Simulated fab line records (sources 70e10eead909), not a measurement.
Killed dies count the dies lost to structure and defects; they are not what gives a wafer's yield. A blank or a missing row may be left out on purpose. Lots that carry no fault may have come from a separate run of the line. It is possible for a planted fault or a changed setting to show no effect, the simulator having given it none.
Chamber matching | flow nandHarc | NHARC_A_CHANNEL_HOLE_D2_DESCUM_15 on rieDiel-07: 4 sister chambers
The step chemistry O2, time 3 s. 18 wafers are shown with their chamber, then 9 later ones without.

## WAFERS WITH THEIR CHAMBER
wafer  | chamber | drypumpMotorCurrentA (A) | throttleValvePct (%) | rfVppV (V)
L078.2 | 1       | 6.4                      | 11.309               | 58.0
L078.3 | 3       | 6.2                      | 11.314               | 55.9
L078.5 | 2       | 5.8                      | 11.293               | 57.0
L080.2 | 0       | 5.8                      | 11.295               | 58.0
L080.4 | 1       | 6.4                      | 11.311               | 58.4
L080.6 | 3       | 6.1                      | 11.315               | 56.9
L082.1 | 0       | 5.8                      | 11.317               | 57.5
L082.3 | 1       | 6.4                      | 11.320               | 58.0
L082.6 | 1       | 6.4                      | 11.311               | 58.4
L083.3 | 1       | 6.4                      | 11.302               | 59.1
L083.4 | 1       | 6.4                      | 11.301               | 57.2
L083.5 | 3       | 6.1                      | 11.309               | 56.3
L084.2 | 3       | 6.2                      | 11.320               | 56.0
L084.5 | 3       | 6.2                      | 11.310               | 57.5
L084.6 | 0       | 5.8                      | 11.302               | 58.6
L087.4 | 3       | 6.2                      | 11.314               | 59.2
L087.5 | 0       | 5.8                      | 11.316               | 58.5
L087.6 | 1       | 6.4                      | 11.307               | 59.1

SIGNATURES (averages over the wafers above)
reading              | chamber 0 | chamber 1 | chamber 2 | chamber 3 | scatter within a chamber
drypumpMotorCurrentA | 5.800     | 6.400     | 5.800     | 6.167     | 0.0309
throttleValvePct     | 11.30750  | 11.30871  | 11.29300  | 11.31367  | 0.00693
rfVppV               | 58.150    | 58.314    | 57.000    | 56.967    | 0.896
Rule: for each reading, subtract the chamber's mean from the wafer's reading, divide by that reading's scatter and square the result; add these up over the readings and take the root, which gives the wafer's distance from the chamber. If the next closest chamber is less than 2 further off than the closest, the wafer can't be placed; otherwise it belongs to the closest. How the scatter is found: for the shown wafers, subtract from each reading the mean of its chamber, square and add these, divide the total by (wafers less chambers), then take the root.

## WAFERS WITHOUT THEIR CHAMBER
wafer  | drypumpMotorCurrentA (A) | throttleValvePct (%) | rfVppV (V)
L091.2 | 5.8                      | 11.318               | 56.9
L091.4 | 5.8                      | 11.310               | 59.0
L091.5 | 5.8                      | 11.308               | 58.0
L095.1 | 6.2                      | 11.318               | 59.4
L095.2 | 5.8                      | 11.312               | 56.6
L095.5 | 5.8                      | 11.308               | 57.6
L097.1 | 6.2                      | 11.305               | 57.4
L097.3 | 5.8                      | 11.320               | 57.7
L097.6 | 5.8                      | 11.302               | 58.3

## EACH ONE'S CHAMBER
wafer  | from the rows above     | in truth
L091.2 | can't be placed: 0 or 2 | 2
L091.4 | 0                       | 0
L091.5 | 0                       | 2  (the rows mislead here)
L095.1 | 3                       | 3
L095.2 | can't be placed: 0 or 2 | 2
L095.5 | can't be placed: 0 or 2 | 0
L097.1 | 3                       | 3
L097.3 | 0                       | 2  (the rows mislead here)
L097.6 | can't be placed: 0 or 2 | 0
Correctly placed: 3 of 9. From these rows, 4 cannot be placed; in 4 the true chamber is one of the candidates. Placed wrongly: 2.
